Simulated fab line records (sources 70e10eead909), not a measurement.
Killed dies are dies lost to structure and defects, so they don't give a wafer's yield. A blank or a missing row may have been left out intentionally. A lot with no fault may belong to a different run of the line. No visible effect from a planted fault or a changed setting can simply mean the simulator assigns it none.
fab line records	flow nand-harc	part 1 of 2: steps 1 to 26 of 38
[record] lots = 5	wafers = 15	last-day = 28
route steps=1302 shown P_M1@317 P_M2@318 P_BONDPAD@351
lots with no fault: from the same line, run without faults
start-h: the number of hours between the record's first day and the start of the first shown wafer of the lot	wait-h: hours from the lot's prior step to this one	" repeats the value in the row above	L1.1+2: one row covering several wafers at once	- no value, or no start was given	* or withheld: withheld	< > ~ a bound
route shown NAME@n: names a module that has steps shown in the file, with the first one's number in the route	usual: mean and standard deviation over wafers with no fault	same: alike in all rows	chamber/n: place in a boat	sites: each site's reading	_std_site: their standard deviation	_edge_site: outer sites' mean less inner sites'	radius-mm: how far each site lies from the wafer's centre	mask NAME#n: copy n	behind: the last tool/chamber to shape the wafer	hold: why the lot went on hold/how many hours it stayed there/how the hold came to an end	device: which transistor (n, p or np) failed to switch	end of line: at the end of the route, the tests of the same wafers	where a step has no rows: the recipe by itself	killed: at the first sort, the dies lost to defects and structure; wafer yield is something else	map: the dies of a wafer, with x for killed, . for not killed, _ for no die there
set.NAME: the run value of the setting; set.NAME@STEP: its run value at that earlier step	model.NAME: the simulator's own value behind a step, which no gauge read
a table for each step, a row for each wafer; lots at some steps of the route
services: when a tool's chamber went out of use (start-h, in hours from the record's first day, below 0 if earlier), for how many hours, and the reason
[[steps]]
[step NHARC_P_M1_DEP_33]
[recipe] target-thk-a = 300	temp-c = 370	target-thk-nm = 30	pressure-torr = 3	flow-sccm = 200	rf-w = 450	material = SiCN
[usual] heater-power-w = 580/85
lot.wafer	tool	chamber	start-h	wait-h	heater-power-w
L075.2	pecvd-03	0	135.39	0.1	547
L075.5	"	1	"	"	485
L075.6	"	2	"	"	648
L078.1	pecvd-02	0	169.77	0.1	637
L078.2	"	2	"	"	572
L078.5	"	2	"	"	590
L079.3	pecvd-02	1	182.88	0.1	646
L079.5	"	1	"	"	646
L079.4	"	0	"	"	628
L081.3	pecvd-02	2	197.96	0.1	627
L081.2	"	1	"	"	769
L081.5	"	1	"	"	765
L086.3	pecvd-03	1	245.02	0.1	505
L086.5	"	2	"	"	660
L086.6	"	1	"	"	484
[step NHARC_P_M2_DEP_00]
[recipe] target-thk-a = 1825	target-thk-nm = 182.5	temp-c = withheld	pressure-torr = 5	flow-sccm = 200	rf-w = 600	material = SiOC
lot.wafer	tool	chamber	start-h	wait-h
L075.2+6+5	pecvd-03	1,0,2	-	-
L078.1+2+5	pecvd-01	0,2,1	170.16	-
L079.3+5+4	pecvd-03	1,2,1	183.38	-
L081.2+3+5	pecvd-01	2,0,0	198.40	-
L086.3+5+6	pecvd-01	0,0,1	245.39	-
[step NHARC_P_M2_DEHYDRATE_01]
[recipe] temp-c = 150	time-s = 120
lot.wafer	tool	chamber	start-h	wait-h
L075.2+5+6	litho-track-01	0	136.10	-
L078.1+2+5	litho-track-01	0	170.56	-
L079.3+4+5	litho-track-01	0	183.70	-
L081.2+3+5	litho-track-04	0	198.76	-
L086.3+5+6	litho-track-06	0	245.76	-
[step NHARC_P_M2_HMDS_02]
[recipe] time-s = 30
lot.wafer	tool	chamber	start-h	wait-h
L075.2+5+6	litho-track-01	0	-	-
L078.1+2+5	litho-track-01	0	-	-
L079.3+4+5	litho-track-01	0	-	-
L081.2+3+5	litho-track-04	0	-	-
L086.3+5+6	litho-track-06	0	-	-
[step NHARC_P_M2_COAT_34]
[recipe] temp-c = 200	time-s = 65
lot.wafer	tool	chamber	start-h	wait-h
L075.2+5+6	litho-track-01	0	-	-
L078.1+2+5	litho-track-01	0	-	-
L079.3+4+5	litho-track-01	0	-	-
L081.2+3+5	litho-track-04	0	-	-
L086.3+5+6	litho-track-06	0	-	-
[step NHARC_P_M2_COAT_03]
[recipe] spin-rpm = 1500	resist-thk-nm = 90
[usual] spin-speed-rpm = 1500.1/1.2
lot.wafer	tool	chamber	start-h	wait-h	spin-speed-rpm
L075.2	litho-track-01	0	-	-	1501.4
L075.5	"	0	"	"	1497.8
L075.6	"	0	"	"	1500.6
L078.1	litho-track-01	0	-	-	1502.1
L078.2	"	0	"	"	1500.9
L078.5	"	0	"	"	1501.8
L079.3	litho-track-01	0	-	-	1501.3
L079.4	"	0	"	"	1500.6
L079.5	"	0	"	"	1499.2
L081.2	litho-track-04	0	-	-	1500.6
L081.3	"	0	"	"	1501.7
L081.5	"	0	"	"	1501.1
L086.3	litho-track-06	0	-	-	1501.5
L086.5	"	0	"	"	1501.2
L086.6	"	0	"	"	1499.6
[step NHARC_P_M2_SOFTBAKE_04]
[recipe] temp-c = 105	time-s = 55
lot.wafer	tool	chamber	start-h	wait-h
L075.2+5+6	litho-track-01	0	-	-
L078.1+2+5	litho-track-01	0	-	-
L079.3+4+5	litho-track-01	0	-	-
L081.2+3+5	litho-track-04	0	-	-
L086.3+5+6	litho-track-06	0	-	-
[step NHARC_P_M2_EBR_05]
lot.wafer	tool	chamber	start-h	wait-h
L075.2+5+6	litho-track-01	0	-	-
L078.1+2+5	litho-track-01	0	-	-
L079.3+4+5	litho-track-01	0	-	-
L081.2+3+5	litho-track-04	0	-	-
L086.3+5+6	litho-track-06	0	-	-
[step NHARC_P_M2_EXPOSE_06]
[recipe] na = 1.35	target-cd-nm = 170	dose-mj = 80.78	mask-id = P_M2
lot.wafer	tool	chamber	start-h	wait-h	mask
L075.2+5+6	arfi-scanner-02	0	136.39	-	P_M2#0
L078.1+2+5	arfi-scanner-01	0	170.72	-	P_M2#0
L079.3+4+5	arfi-scanner-01	0	183.87	-	P_M2#0
L081.2+3+5	arfi-scanner-01	0	198.93	-	P_M2#0
L086.3+5+6	arfi-scanner-02	0	246.06	-	P_M2#0
[step NHARC_P_M2_PEB_07]
[recipe] peb-temp-c = 100	peb-time-s = 65
lot.wafer	tool	chamber	start-h	wait-h
L075.2+5+6	litho-track-01	0	136.45	0.1
L078.1+2+5	litho-track-04	0	170.79	0.1
L079.3+4+5	litho-track-04	0	183.92	0.0
L081.2+3+5	litho-track-04	0	198.98	0.1
L086.3+5+6	litho-track-04	0	246.11	0.0
[step NHARC_P_M2_DEVELOP_08]
[recipe] develop-time-s = 35	dev-temp-c = 23
lot.wafer	tool	chamber	start-h	wait-h
L075.2+5+6	litho-track-01	0	-	-
L078.1+2+5	litho-track-04	0	-	-
L079.3+4+5	litho-track-04	0	-	-
L081.2+3+5	litho-track-04	0	-	-
L086.3+5+6	litho-track-04	0	-	-
[step NHARC_P_M2_CD_MEAS_09]
[recipe] target-cd-nm = 170	landing-energy-ev = 500
[usual] cd-nm = 169.7/0.71
lot.wafer	tool	chamber	start-h	wait-h	cd-nm
L075.2	cd-sem-02	0	136.53	-	169.2
L075.5	"	0	"	"	169.1
L075.6	"	0	"	"	168.3
L078.1	cd-sem-01	0	170.87	-	170.4
L078.2	"	0	"	"	170.2
L078.5	"	0	"	"	169.9
L079.3	cd-sem-01	0	184.01	-	170.8
L079.4	"	0	"	"	171.2
L079.5	"	0	"	"	170.9
L081.2	cd-sem-02	0	199.07	-	170.8
L081.3	"	0	"	"	170.0
L081.5	"	0	"	"	170.5
L086.3	cd-sem-01	0	246.19	-	170.8
L086.5	"	0	"	"	170.5
L086.6	"	0	"	"	170.5
[step NHARC_P_M2_OVL_MEAS_10]
[recipe] pitch-nm = 340
[usual] overlay-x-nm = 0.1/0.87	overlay-y-nm = 0.1/0.93
lot.wafer	tool	chamber	start-h	wait-h	overlay-x-nm	overlay-y-nm
L075.2	overlay-01	-	136.61	-	-1.8	0.5
L075.5	"	-	"	"	-2.4	0.4
L075.6	"	-	"	"	-2.0	0.1
L078.1	overlay-01	-	170.96	-	1.0	-0.7
L078.2	"	-	"	"	0.9	-0.8
L078.5	"	-	"	"	1.0	-1.1
L079.3	overlay-02	-	184.09	-	-0.7	0.7
L079.4	"	-	"	"	0.3	0.0
L079.5	"	-	"	"	0.2	0.2
L081.2	overlay-02	-	199.15	-	-0.1	-1.0
L081.3	"	-	"	"	-0.3	-0.4
L081.5	"	-	"	"	-0.1	-0.8
L086.3	overlay-01	-	246.28	-	-0.9	0.9
L086.5	"	-	"	"	0.3	1.1
L086.6	"	-	"	"	0.2	0.9
[step NHARC_P_M2_INSPECT_11]
[usual] raw-defect-count = 4.9/2.9
lot.wafer	tool	chamber	start-h	wait-h	raw-defect-count
L075.2	defect-inspect-01	-	136.65	0.0	2
L075.5	"	-	"	"	4
L075.6	"	-	"	"	3
L078.1	defect-inspect-01	-	170.99	0.0	7
L078.2	"	-	"	"	6
L078.5	"	-	"	"	8
L079.3	defect-inspect-01	-	184.13	0.0	3
L079.4	"	-	"	"	6
L079.5	"	-	"	"	3
L081.2	defect-inspect-01	-	199.19	0.0	2
L081.3	"	-	"	"	4
L081.5	"	-	"	"	5
L086.3	defect-inspect-02	-	246.31	0.0	4
L086.5	"	-	"	"	4
L086.6	"	-	"	"	2
[step NHARC_P_M2_DESCUM_14]
[recipe] time-s = 3	o2-flow-sccm = 200	ar-flow-sccm = 0	bias-power-w = 0	chemistry = O2
[usual] drypump-motor-current-A = 5.6/0.5	o2-flow-sccm = 200.0/0.75	oes-product-au = 1.000/0.016	rf-vpp-V = 57.8/0.95	showerhead-plenum-p-Torr = 1.91/0.071	throttle-valve-pct = 11.310/0.0094
lot.wafer	tool	chamber	start-h	wait-h	drypump-motor-current-A	o2-flow-sccm	oes-product-au	rf-hours-counter-h	rf-vpp-V	showerhead-plenum-p-Torr	throttle-valve-pct
L075.2	rie-diel-03	2	136.71	0.1	5.7	199.9	1.000	1	55.6	1.83	11.291
L075.6	"	2	"	"	5.7	200.5	1.003	-	56.4	1.83	11.327
L075.5	"	3	"	"	4.8	200.7	0.983	-	57.3	1.87	11.314
L078.2	rie-diel-03	3	171.06	0.1	4.8	200.5	0.985	2	58.5	1.87	11.320
L078.1	"	2	"	"	5.7	200.1	1.001	3	58.6	1.83	11.307
L078.5	"	0	"	"	5.0	199.6	1.023	-	58.1	1.91	11.307
L079.3	rie-diel-03	1	184.20	0.1	6.1	200.1	0.988	3	56.6	1.90	11.313
L079.4	"	2	"	"	5.7	199.0	1.013	3	57.0	1.83	11.319
L079.5	"	1	"	"	6.1	200.5	0.994	-	59.5	1.90	11.315
L081.3	rie-diel-04	1	199.25	0.1	6.4	199.8	0.989	1	58.0	2.03	11.320
L081.2	"	2	"	"	5.6	199.1	0.996	2	58.6	2.03	11.310
L081.5	"	1	"	"	6.4	199.9	0.995	-	58.4	2.03	11.290
L086.3	rie-diel-05	2	246.38	0.1	5.2	199.4	1.005	0	58.6	1.96	11.307
L086.6	"	1	"	"	5.6	205.5	0.987	-	57.8	1.83	11.322
L086.5	"	2	"	"	5.2	199.1	1.009	-	56.9	1.96	11.322
[step NHARC_P_M2_ETCH_35]
[recipe] target-depth-a = 400	overetch-a = 120	time-s = 43.94	ion-energy-ev = 200	n2-flow-sccm = 150	h2-flow-sccm = 150	ar-flow-sccm = 0	rf-w = 400	bias-w = 150	chemistry = N2/H2
[usual] drypump-motor-current-A = 5.6/0.52	oes-product-au = 0.997/0.017	rf-vpp-V = 430.4/2.2	showerhead-plenum-p-Torr = 2.04/0.078	throttle-valve-pct = 14.170/0.0082
lot.wafer	tool	chamber	start-h	wait-h	drypump-motor-current-A	oes-product-au	rf-hours-counter-h	rf-vpp-V	showerhead-plenum-p-Torr	throttle-valve-pct
L075.2	rie-diel-03	1	136.80	0.1	6.1	0.970	1	430.0	2.02	14.176
L075.6	"	0	"	"	5.0	1.014	-	430.5	2.03	14.166
L075.5	"	1	"	"	6.1	0.970	-	430.3	2.02	14.176
L078.2	rie-diel-03	3	171.14	0.1	4.8	0.980	2	427.6	1.99	14.155
L078.1	"	1	"	"	6.1	0.970	3	432.0	2.02	14.191
L078.5	"	3	"	"	4.8	0.969	-	428.7	1.99	14.178
L079.4	rie-diel-03	1	184.28	0.1	6.1	0.985	3	430.0	2.02	14.175
L079.3	"	2	"	"	5.7	1.008	3	426.6	1.95	14.176
L079.5	"	0	"	"	5.1	1.025	-	430.5	2.03	14.169
L081.2	rie-diel-04	3	199.33	0.1	5.9	0.976	2	431.6	2.05	14.175
L081.3	"	2	"	"	5.6	0.997	2	432.6	2.17	14.173
L081.5	"	3	"	"	5.8	0.984	-	430.1	2.05	14.185
L086.3	rie-diel-05	1	246.47	0.1	5.7	0.986	0	427.2	1.94	14.156
L086.5	"	3	"	"	6.5	1.000	-	436.3	2.20	14.169
L086.6	"	0	"	"	5.0	0.985	-	429.6	2.04	14.175
[step NHARC_P_M2_ETCH_15]
[recipe] target-depth-a = 1825	time-s = 91.2	c4f8-flow-sccm = withheld	ar-flow-sccm = 400	rf-w = 600	bias-w = 300	chemistry = C4F8/Ar
[usual] oes-product-au = 0.938/0.027	rf-vpp-V = 441.0/2.4
lot.wafer	tool	chamber	start-h	wait-h	oes-product-au	rf-hours-counter-h	rf-vpp-V
L075.2	rie-diel-03	3	-	-	0.915	1	439.4
L075.5	"	2	"	"	0.922	-	436.8
L075.6	"	3	"	"	0.906	-	441.4
L078.1	rie-diel-03	3	-	-	0.933	2	438.2
L078.2	"	1	"	"	0.955	3	439.4
L078.5	"	3	"	"	0.936	-	440.2
L079.4	rie-diel-03	1	-	-	0.919	3	441.1
L079.3	"	2	"	"	0.927	3	438.6
L079.5	"	3	"	"	0.911	-	438.3
L081.3	rie-diel-04	0	-	-	1.002	1	438.7
L081.2	"	3	"	"	0.964	2	441.4
L081.5	"	0	"	"	1.005	-	440.1
L086.3	rie-diel-05	1	-	-	0.975	0	437.8
L086.5	"	2	"	"	0.968	-	440.5
L086.6	"	3	"	"	0.991	-	445.8
[step NHARC_P_M2_CD_MEAS_16]
[usual] cd-nm = 169.5/1
lot.wafer	tool	chamber	start-h	wait-h	cd-nm
L075.2	cd-sem-03	-	137.02	-	169.6
L075.5	"	-	"	"	168.9
L075.6	"	-	"	"	167.1
L078.1	cd-sem-03	-	171.36	-	169.9
L078.2	"	-	"	"	169.7
L078.5	"	-	"	"	169.2
L079.3	cd-sem-01	-	184.50	-	170.2
L079.4	"	-	"	"	171.0
L079.5	"	-	"	"	170.6
L081.2	cd-sem-01	-	199.56	-	170.3
L081.3	"	-	"	"	170.2
L081.5	"	-	"	"	170.0
L086.3	cd-sem-03	-	246.68	-	169.2
L086.5	"	-	"	"	170.5
L086.6	"	-	"	"	170.2
[step NHARC_P_M2_STRIP_18]
[recipe] power-w = 1000	n2-flow-sccm = 150	h2-flow-sccm = 150	ar-flow-sccm = 0	bias-w = 0	chemistry = N2/H2
[usual] drypump-motor-current-A = 5.6/0.53	oes-product-au = 1.003/0.013	rf-vpp-V = 90.7/0.89	showerhead-plenum-p-Torr = 2.05/0.083	throttle-valve-pct = 14.171/0.0092
lot.wafer	tool	chamber	start-h	wait-h	drypump-motor-current-A	oes-product-au	rf-hours-counter-h	rf-vpp-V	showerhead-plenum-p-Torr	throttle-valve-pct
L075.2	rie-diel-05	0	137.14	0.1	5.0	1.002	4	90.2	2.04	14.169
L075.5	"	2	"	"	5.2	1.012	-	90.6	2.09	14.187
L075.6	"	3	"	"	6.4	1.024	-	91.5	2.20	14.165
L078.2	rie-diel-03	3	171.43	0.1	4.8	0.986	2	90.8	1.99	14.162
L078.1	"	0	"	"	5.0	1.015	2	90.9	2.03	14.161
L078.5	"	3	"	"	4.8	0.987	-	90.6	1.99	14.173
L079.3	rie-diel-05	3	184.57	0.1	6.4	1.028	6	90.8	2.20	14.169
L079.4	"	0	"	"	5.0	1.000	6	90.6	2.04	14.171
L079.5	"	0	"	"	5.0	1.007	-	91.1	2.04	14.158
L081.2	rie-diel-05	3	199.65	0.1	6.4	1.010	6	92.6	2.20	14.183
L081.3	"	1	"	"	5.7	0.993	7	90.6	1.94	14.184
L081.5	"	2	"	"	5.2	1.006	-	91.0	2.09	14.178
L086.3	rie-diel-03	3	246.75	0.1	4.8	0.995	6	89.4	1.99	14.185
L086.6	"	3	"	"	4.8	0.994	-	89.9	1.99	14.165
L086.5	"	0	"	"	5.1	1.023	-	91.1	2.03	14.164
[step NHARC_P_M2_ETCH_28]
[recipe] target-depth-a = 300	over-etch-frac = 0.3	time-s = 72.99	ion-energy-ev = 150	cf4-flow-sccm = 50	n2-flow-sccm = 100	ar-flow-sccm = 150	rf-w = 300	bias-w = 100	chemistry = CF4/N2
[usual] cf4-flow-sccm = 50.02/0.14	drypump-motor-current-A = 5.6/0.54	oes-product-au = 1.003/0.014	rf-vpp-V = 314.4/1.8	showerhead-plenum-p-Torr = 2.65/0.1	throttle-valve-pct = 19.794/0.0091
lot.wafer	tool	chamber	start-h	wait-h	cf4-flow-sccm	drypump-motor-current-A	oes-product-au	rf-hours-counter-h	rf-vpp-V	showerhead-plenum-p-Torr	throttle-valve-pct
L075.2	rie-diel-05	3	-	-	50.02	6.4	1.014	4	316.7	2.82	19.783
L075.6	"	2	"	"	49.91	5.2	0.998	-	314.9	2.69	19.786
L075.5	"	3	"	"	49.89	6.5	1.022	-	316.6	2.81	19.781
L078.1	rie-diel-03	2	-	-	50.10	5.7	1.018	3	312.1	2.52	19.784
L078.2	"	0	"	"	50.17	5.0	1.025	2	313.5	2.61	19.788
L078.5	"	3	"	"	49.99	4.8	0.979	-	311.9	2.57	19.793
L079.4	rie-diel-05	1	-	-	49.88	5.6	1.006	7	312.3	2.51	19.780
L079.3	"	3	"	"	50.00	6.5	1.019	6	316.3	2.81	19.798
L079.5	"	1	"	"	49.77	5.6	1.016	-	311.1	2.51	19.802
L081.3	rie-diel-05	1	-	-	50.05	5.6	1.015	7	313.1	2.51	19.782
L081.2	"	2	"	"	50.05	5.2	1.020	7	315.2	2.69	19.789
L081.5	"	3	"	"	50.00	6.4	1.023	-	316.9	2.81	19.796
L086.3	rie-diel-03	2	-	-	49.93	5.7	1.006	7	312.5	2.51	19.788
L086.6	"	2	"	"	49.75	5.7	1.007	-	313.9	2.52	19.788
L086.5	"	3	"	"	50.07	4.8	1.002	-	312.7	2.57	19.782
[step NHARC_P_M2_STRIP_19]
[recipe] time-s = 600	temp-c = 30	chemistry = post-etch-residue-remover
lot.wafer	tool	chamber	start-h	wait-h
L075.2+5+6	wet-bench-08	3,4,6	137.46	-
L078.5+1+2	wet-bench-08	7,1,3	171.81	-
L079.3+5+4	wet-bench-08	7,0,1	184.95	-
L081.5+2+3	wet-bench-10	7,0,1	200.01	-
L086.3+5+6	wet-bench-08	7,0,1	247.12	-
[step NHARC_P_M2_DEGAS_29]
[recipe] temp-c = 250	time-s = 60
[usual] heater-power-w = 328/39
lot.wafer	tool	chamber	start-h	wait-h	heater-power-w
L075.2	pvd-sputter-02	-	137.73	-	304
L075.6	"	-	"	"	369
L075.5	"	-	"	"	300
L078.1	pvd-sputter-02	-	172.08	-	381
L078.2	"	-	"	"	271
L078.5	"	-	"	"	379
L079.4	pvd-sputter-03	-	185.21	-	300
L079.3	"	-	"	"	309
L079.5	"	-	"	"	295
L081.3	pvd-sputter-02	-	200.27	-	277
L081.2	"	-	"	"	391
L081.5	"	-	"	"	302
L086.3	pvd-sputter-02	-	247.54	-	302
L086.5	"	-	"	"	350
L086.6	"	-	"	"	394
[step NHARC_P_M2_PRE_CLEAN_30]
[recipe] time-s = 30	temp-c = 280	gas = H2/He
[usual] heater-power-w = 404/48
lot.wafer	tool	chamber	start-h	wait-h	heater-power-w
L075.2	pvd-sputter-02	-	-	-	470
L075.5	"	-	"	"	374
L075.6	"	-	"	"	337
L078.2	pvd-sputter-02	-	-	-	325
L078.1	"	-	"	"	424
L078.5	"	-	"	"	346
L079.4	pvd-sputter-03	-	-	-	379
L079.3	"	-	"	"	368
L079.5	"	-	"	"	383
L081.2	pvd-sputter-02	-	-	-	376
L081.3	"	-	"	"	331
L081.5	"	-	"	"	433
L086.3	pvd-sputter-02	-	-	-	484
L086.5	"	-	"	"	436
L086.6	"	-	"	"	468
[step NHARC_P_M2_PVD_20]
[recipe] target-thk-a = 50	bias-v = 168.6	power-w = 15000	chamber-pressure-pa = 0.12	time-s = 8.06	substrate-temp-c = 50	material = TaN
[usual] cathode-dc-power-W = 15000/2.5	chamber-pressure-pa = 0.11999/0.00024	throttle-valve-pct = 29.5/0.86
lot.wafer	tool	chamber	start-h	wait-h	cathode-dc-power-W	chamber-pressure-pa	throttle-valve-pct
L075.2	pvd-sputter-02	-	-	-	14999	0.12022	30.3
L075.6	"	-	"	"	14996	0.12003	29.0
L075.5	"	-	"	"	15003	0.1199	29.7
L078.1	pvd-sputter-02	-	-	-	15000	0.11991	30.0
L078.2	"	-	"	"	14999	0.11983	29.0
L078.5	"	-	"	"	14999	0.11976	28.7
L079.3	pvd-sputter-03	-	-	-	14996	0.12053	28.9
L079.4	"	-	"	"	15001	0.11959	30.1
L079.5	"	-	"	"	15001	0.11958	30.4
L081.2	pvd-sputter-02	-	-	-	15001	0.12008	30.1
L081.3	"	-	"	"	15002	0.12028	29.0
L081.5	"	-	"	"	15001	0.12018	28.8
L086.3	pvd-sputter-02	-	-	-	14995	0.11944	29.0
L086.6	"	-	"	"	15000	0.11967	29.0
L086.5	"	-	"	"	15002	0.12003	29.5
[step NHARC_P_M2_PVD_21]
[recipe] target-thk-a = 300	chamber-pressure-pa = 5	power-w = 5000	substrate-temp-c = 30	time-s = 20.49	material = Cu
[usual] cathode-dc-power-W = 4999.9/1	chamber-pressure-pa = 4.999/0.0099	throttle-valve-pct = 29.4/0.93
lot.wafer	tool	chamber	start-h	wait-h	cathode-dc-power-W	chamber-pressure-pa	throttle-valve-pct
L075.2	pvd-sputter-02	-	-	-	4999.1	5.006	28.9
L075.5	"	-	"	"	4999.4	4.991	29.6
L075.6	"	-	"	"	5000.8	4.999	30.1
L078.1	pvd-sputter-02	-	-	-	4998.7	5.011	29.0
L078.2	"	-	"	"	4998.5	5.030	29.2
L078.5	"	-	"	"	4999.5	5.016	29.1
L079.3	pvd-sputter-03	-	-	-	4999.2	4.993	28.6
L079.4	"	-	"	"	5001.0	5.013	30.1
L079.5	"	-	"	"	5001.3	5.012	28.8
L081.2	pvd-sputter-02	-	-	-	4998.8	5.007	29.0
L081.3	"	-	"	"	4999.2	4.981	29.0
L081.5	"	-	"	"	5000.3	5.006	29.0
L086.3	pvd-sputter-02	-	-	-	5000.0	4.991	30.6
L086.6	"	-	"	"	5001.3	5.017	30.5
L086.5	"	-	"	"	5000.7	4.987	29.2
[step NHARC_P_M2_ECD_22]
[recipe] target-thk-a = 4000	bath-temp-c = 25	material = Cu
lot.wafer	tool	chamber	start-h	wait-h
L075.2+6+5	ecd-cu-02	1,1,0	138.08	-
L078.2+1+5	ecd-cu-02	0,1,0	172.43	-
L079.4+3+5	ecd-cu-01	0,1,1	185.68	-
L081.2+3+5	ecd-cu-01	0	200.68	-
L086.3+5+6	ecd-cu-01	1,1,0	247.98	-
